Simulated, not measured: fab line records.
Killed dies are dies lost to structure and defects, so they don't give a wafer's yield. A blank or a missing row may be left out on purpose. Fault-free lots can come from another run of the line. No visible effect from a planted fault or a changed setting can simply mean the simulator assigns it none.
Problem report in the 8D (eight disciplines) form, filled by code ; flow nand_harc ; the parts of the form that need people (team, actions taken, sign-off) are left out

## 1. THE ISSUE
oes_product_au at NHARC_A_SGD_CUT_ETCH_58 reads a mean of 0.807 a.u. on 3 wafers of 2 lots; wafers without a fault read 0.996 a.u. with a standard deviation of 0.0074. That puts it -26 standard deviations away from the usual mean.
The step: etches the open film in CF4, target depth 39 nm, time 65 s.
The first sign was on wafer L267.5 at day 23 03:49, on rie_diel-05. Wafers with a number at this step in the record: 40, from 14 lots. By rule, "out" or "out of limits" means more than 4 standard deviations away from the usual mean. Any other wafer with a number is counted as sound.

## 2. WHAT IT IS AND WHAT IT IS NOT
question;is;is not
which readings at this step;oes_product_au;drypump_motor_current_A, rf_vpp_V, showerhead_plenum_p_Torr, throttle_valve_pct
which lots;L267, L269;L260, L268, L271, L273, L274, L275, L276, L278, L279, L280, L281, L282
which wafers of those lots;L267.5, L269.5, L269.6;L267.4
read on which tools;rie_diel-05;rie_diel-03, rie_diel-10
when;from day 23 03:49;"up to then (7 sound wafers); but 30 sound wafers of L271, L273, L274, L275, L276, L278, L279, L280, L281, L282 came after"

## 3. SUSPECTS, AND WHAT RULES EACH OUT
Counting: if a tool at a process step up to the reading ran every lot that is out, it stays a suspect. Sound lots after the first of them don't rule it out here, since some wafers of a struck lot are sound.
- rie_diel-06 at NHARC_A_STAIRCASE_ETCHBACK_157 (etches the open film in CH3F/O2, target depth 90 nm, time 167.14 s): kept. It ran every lot that is out, first L267 (day 23 01:50).
- rie_diel-05 at NHARC_A_SGD_CUT_ETCH_58 (etches the open film in CF4, target depth 39 nm, time 65 s): kept. It ran every lot that is out, first L267 (day 23 03:49). Its own oes_product_au readings are out on those wafers.
- Within rie_diel-05 at NHARC_A_SGD_CUT_ETCH_58: the wafers that are out ran in chambers 0, 2, 3; their sound lot-mates ran in chamber 1.
Remaining after the count are rie_diel-06 at NHARC_A_STAIRCASE_ETCHBACK_157 and rie_diel-05 at NHARC_A_SGD_CUT_ETCH_58.

## 4. THE CAUSE (what the simulator had put in)
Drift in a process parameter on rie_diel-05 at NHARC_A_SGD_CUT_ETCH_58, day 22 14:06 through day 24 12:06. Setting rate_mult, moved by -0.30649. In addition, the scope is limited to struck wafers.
This tool is one of the 2 suspects left after counting.

## 5. THE EFFECT CHAIN, in route order
Rows list readings where the struck wafers' mean (over those with a number) sits beyond 3 standard deviations from the usual. Only readings whose record carries a usual standard deviation are examined. hours: median over the lots of the time between each lot's start at the first step of this table that gives one and its start at this step. sigmas: the change, counted in usual standard deviations.
hours;step;reading;usual;on struck wafers;change;sigmas
0;NHARC_A_SGD_CUT_ETCH_58;oes_product_au;0.996 a.u.;0.807;-0.189;-26
It contains these process steps:
- NHARC_A_SGD_CUT_ETCH_58: etches the open film in CF4, target depth 39 nm, time 65 s.

## 6. HOW IT WOULD HAVE BEEN CAUGHT EARLIER
In this record the first reading out of limits was taken at day 23 03:49, 14 hours after the fault began at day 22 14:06.
